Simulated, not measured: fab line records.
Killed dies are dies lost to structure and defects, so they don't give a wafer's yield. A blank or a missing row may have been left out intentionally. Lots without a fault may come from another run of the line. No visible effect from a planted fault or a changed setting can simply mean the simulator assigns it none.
Chamber matching / flow nandHarc / NHARC_A_BLC_STRIP_21 on rieDiel-08 has 4 sister chambers
The step strips in O2. 4 wafers are shown with their chamber, then 12 later ones without.

WAFERS, EACH WITH ITS CHAMBER
wafer=L089.2; chamber=3; showerheadPlenumPTorr (Torr)=3.39
wafer=L090.2; chamber=2; showerheadPlenumPTorr (Torr)=3.77
wafer=L090.3; chamber=1; showerheadPlenumPTorr (Torr)=3.39
wafer=L090.6; chamber=0; showerheadPlenumPTorr (Torr)=3.45

WAFERS WITHOUT THEIR CHAMBER
wafer=L093.2; showerheadPlenumPTorr (Torr)=3.45
wafer=L093.4; showerheadPlenumPTorr (Torr)=3.39
wafer=L093.6; showerheadPlenumPTorr (Torr)=3.38
wafer=L094.2; showerheadPlenumPTorr (Torr)=3.39
wafer=L094.3; showerheadPlenumPTorr (Torr)=3.38
wafer=L094.5; showerheadPlenumPTorr (Torr)=3.39
wafer=L096.2; showerheadPlenumPTorr (Torr)=3.38
wafer=L096.3; showerheadPlenumPTorr (Torr)=3.39
wafer=L096.5; showerheadPlenumPTorr (Torr)=3.45
wafer=L097.2; showerheadPlenumPTorr (Torr)=3.38
wafer=L097.3; showerheadPlenumPTorr (Torr)=3.77
wafer=L097.5; showerheadPlenumPTorr (Torr)=3.45

WHICH CHAMBER EACH ONE RAN IN
wafer=L093.2; from the rows above=0; in truth=0
wafer=L093.4; from the rows above=can't be placed: 1 or 3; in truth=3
wafer=L093.6; from the rows above=can't be placed: 1 or 3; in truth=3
wafer=L094.2; from the rows above=can't be placed: 1 or 3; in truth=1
wafer=L094.3; from the rows above=can't be placed: 1 or 3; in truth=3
wafer=L094.5; from the rows above=can't be placed: 1 or 3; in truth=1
wafer=L096.2; from the rows above=can't be placed: 1 or 3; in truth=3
wafer=L096.3; from the rows above=can't be placed: 1 or 3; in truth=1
wafer=L096.5; from the rows above=0; in truth=0
wafer=L097.2; from the rows above=can't be placed: 1 or 3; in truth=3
wafer=L097.3; from the rows above=2; in truth=2
wafer=L097.5; from the rows above=0; in truth=0
Correct placement for 4 of the 12. These rows do not allow placing 8 (true chamber among the candidates in 8). Number placed wrongly: 0.
How it was worked out, from the rows above alone: a wafer's distance from a chamber is the root of the sum, over the readings, of the square of ((its reading less the chamber's mean) divided by the reading's scatter). The wafer belongs to the nearest chamber; if the next one is less than 2 further off, it can't be placed. A chamber's mean is the mean of its shown wafers. The scatter: with one shown wafer a chamber, the root of the mean of the squares of how far each hidden wafer lies from its nearest shown one.
